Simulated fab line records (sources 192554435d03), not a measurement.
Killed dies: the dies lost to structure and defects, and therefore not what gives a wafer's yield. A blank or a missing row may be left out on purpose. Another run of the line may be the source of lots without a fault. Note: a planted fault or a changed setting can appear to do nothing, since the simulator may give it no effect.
Matching of chambers || flow n5-finfet || 4 sister chambers for N5_BEOL_M13_VIA_ETCH_16 on rie-diel-04
The step etches SiOC in C4F8/O2/Ar, target depth 921.7 nm. 22 wafers are shown with their chamber, then 11 later ones without.

## WAFERS PAIRED WITH THEIR CHAMBERS
{"wafer": "L075.1", "chamber": 1, "throttle-valve-pct (%)": 24.55, "showerhead-plenum-p-Torr (Torr)": 3.39, "oes-product-au (a.u.)": 0.63}
{"wafer": "L075.3", "chamber": 3, "throttle-valve-pct (%)": 24.00, "showerhead-plenum-p-Torr (Torr)": 3.39, "oes-product-au (a.u.)": 0.83}
{"wafer": "L075.4", "chamber": 0, "throttle-valve-pct (%)": 24.24, "showerhead-plenum-p-Torr (Torr)": 3.31, "oes-product-au (a.u.)": 0.79}
{"wafer": "L077.2", "chamber": 1, "throttle-valve-pct (%)": 24.57, "showerhead-plenum-p-Torr (Torr)": 3.39, "oes-product-au (a.u.)": 0.64}
{"wafer": "L077.4", "chamber": 0, "throttle-valve-pct (%)": 24.24, "showerhead-plenum-p-Torr (Torr)": 3.31, "oes-product-au (a.u.)": 0.79}
{"wafer": "L077.6", "chamber": 0, "throttle-valve-pct (%)": 24.25, "showerhead-plenum-p-Torr (Torr)": 3.31, "oes-product-au (a.u.)": 0.80}
{"wafer": "L081.4", "chamber": 3, "throttle-valve-pct (%)": 24.00, "showerhead-plenum-p-Torr (Torr)": 3.38, "oes-product-au (a.u.)": 0.83}
{"wafer": "L081.5", "chamber": 2, "throttle-valve-pct (%)": 24.33, "showerhead-plenum-p-Torr (Torr)": 3.47, "oes-product-au (a.u.)": 0.75}
{"wafer": "L081.6", "chamber": 1, "throttle-valve-pct (%)": 24.59, "showerhead-plenum-p-Torr (Torr)": 3.38, "oes-product-au (a.u.)": 0.63}
{"wafer": "L080.1", "chamber": 0, "throttle-valve-pct (%)": 24.25, "showerhead-plenum-p-Torr (Torr)": 3.30, "oes-product-au (a.u.)": 0.79}
{"wafer": "L080.3", "chamber": 3, "throttle-valve-pct (%)": 24.05, "showerhead-plenum-p-Torr (Torr)": 3.38, "oes-product-au (a.u.)": 0.82}
{"wafer": "L080.6", "chamber": 1, "throttle-valve-pct (%)": 24.58, "showerhead-plenum-p-Torr (Torr)": 3.38, "oes-product-au (a.u.)": 0.63}
{"wafer": "L084.1", "chamber": 1, "throttle-valve-pct (%)": 24.58, "showerhead-plenum-p-Torr (Torr)": 3.38, "oes-product-au (a.u.)": 0.63}
{"wafer": "L084.2", "chamber": 3, "throttle-valve-pct (%)": 24.01, "showerhead-plenum-p-Torr (Torr)": 3.38, "oes-product-au (a.u.)": 0.81}
{"wafer": "L084.3", "chamber": 2, "throttle-valve-pct (%)": 24.33, "showerhead-plenum-p-Torr (Torr)": 3.47, "oes-product-au (a.u.)": 0.75}
{"wafer": "L084.4", "chamber": 0, "throttle-valve-pct (%)": 24.25, "showerhead-plenum-p-Torr (Torr)": 3.30, "oes-product-au (a.u.)": 0.77}
{"wafer": "L084.5", "chamber": 3, "throttle-valve-pct (%)": 24.02, "showerhead-plenum-p-Torr (Torr)": 3.38, "oes-product-au (a.u.)": 0.81}
{"wafer": "L084.6", "chamber": 2, "throttle-valve-pct (%)": 24.33, "showerhead-plenum-p-Torr (Torr)": 3.47, "oes-product-au (a.u.)": 0.75}
{"wafer": "L086.1", "chamber": 2, "throttle-valve-pct (%)": 24.33, "showerhead-plenum-p-Torr (Torr)": 3.47, "oes-product-au (a.u.)": 0.75}
{"wafer": "L086.3", "chamber": 0, "throttle-valve-pct (%)": 24.25, "showerhead-plenum-p-Torr (Torr)": 3.30, "oes-product-au (a.u.)": 0.78}
{"wafer": "L086.5", "chamber": 3, "throttle-valve-pct (%)": 24.03, "showerhead-plenum-p-Torr (Torr)": 3.38, "oes-product-au (a.u.)": 0.82}
{"wafer": "L087.2", "chamber": 3, "throttle-valve-pct (%)": 24.01, "showerhead-plenum-p-Torr (Torr)": 3.38, "oes-product-au (a.u.)": 0.81}

SIGNATURES (averages over the wafers above)
{"reading": "throttle-valve-pct", "chamber 0": 24.2467, "chamber 1": 24.5740, "chamber 2": 24.3300, "chamber 3": 24.0171, "scatter within a chamber": 0.0129}
{"reading": "showerhead-plenum-p-Torr", "chamber 0": 3.3050, "chamber 1": 3.3840, "chamber 2": 3.4700, "chamber 3": 3.3814, "scatter within a chamber": 0.00445}
{"reading": "oes-product-au", "chamber 0": 0.7867, "chamber 1": 0.6320, "chamber 2": 0.7500, "chamber 3": 0.8186, "scatter within a chamber": 0.00781}
Rule: for each reading, subtract the chamber's mean from the wafer's reading, divide by that reading's scatter and square the result; add these up over the readings and take the root, which gives the wafer's distance from the chamber. If the next closest chamber is less than 2 further off than the closest, the wafer can't be placed; otherwise it belongs to the closest. How the scatter is found: for the shown wafers, subtract from each reading the mean of its chamber, square and add these, divide the total by (wafers less chambers), then take the root.

## WAFERS MISSING THEIR CHAMBER
{"wafer": "L087.5", "throttle-valve-pct (%)": 24.58, "showerhead-plenum-p-Torr (Torr)": 3.38, "oes-product-au (a.u.)": 0.62}
{"wafer": "L087.6", "throttle-valve-pct (%)": 24.26, "showerhead-plenum-p-Torr (Torr)": 3.30, "oes-product-au (a.u.)": 0.78}
{"wafer": "L090.1", "throttle-valve-pct (%)": 24.60, "showerhead-plenum-p-Torr (Torr)": 3.37, "oes-product-au (a.u.)": 0.62}
{"wafer": "L090.5", "throttle-valve-pct (%)": 24.03, "showerhead-plenum-p-Torr (Torr)": 3.37, "oes-product-au (a.u.)": 0.80}
{"wafer": "L090.6", "throttle-valve-pct (%)": 24.35, "showerhead-plenum-p-Torr (Torr)": 3.47, "oes-product-au (a.u.)": 0.74}
{"wafer": "L092.1", "throttle-valve-pct (%)": 24.35, "showerhead-plenum-p-Torr (Torr)": 3.46, "oes-product-au (a.u.)": 0.74}
{"wafer": "L092.3", "throttle-valve-pct (%)": 24.04, "showerhead-plenum-p-Torr (Torr)": 3.37, "oes-product-au (a.u.)": 0.79}
{"wafer": "L092.4", "throttle-valve-pct (%)": 24.36, "showerhead-plenum-p-Torr (Torr)": 3.46, "oes-product-au (a.u.)": 0.74}
{"wafer": "L094.2", "throttle-valve-pct (%)": 24.03, "showerhead-plenum-p-Torr (Torr)": 3.37, "oes-product-au (a.u.)": 0.79}
{"wafer": "L094.4", "throttle-valve-pct (%)": 24.28, "showerhead-plenum-p-Torr (Torr)": 3.30, "oes-product-au (a.u.)": 0.77}
{"wafer": "L094.6", "throttle-valve-pct (%)": 24.36, "showerhead-plenum-p-Torr (Torr)": 3.46, "oes-product-au (a.u.)": 0.73}

## WHICH CHAMBER EACH WENT THROUGH
{"wafer": "L087.5", "from the rows above": 1, "in truth": 1}
{"wafer": "L087.6", "from the rows above": 0, "in truth": 0}
{"wafer": "L090.1", "from the rows above": 1, "in truth": 1}
{"wafer": "L090.5", "from the rows above": 3, "in truth": 3}
{"wafer": "L090.6", "from the rows above": 2, "in truth": 2}
{"wafer": "L092.1", "from the rows above": 2, "in truth": 2}
{"wafer": "L092.3", "from the rows above": 3, "in truth": 3}
{"wafer": "L092.4", "from the rows above": 2, "in truth": 2}
{"wafer": "L094.2", "from the rows above": 3, "in truth": 3}
{"wafer": "L094.4", "from the rows above": 0, "in truth": 0}
{"wafer": "L094.6", "from the rows above": 2, "in truth": 2}
11 of 11 placed correctly. Left unplaced by these rows: 0. Wrongly placed: 0.
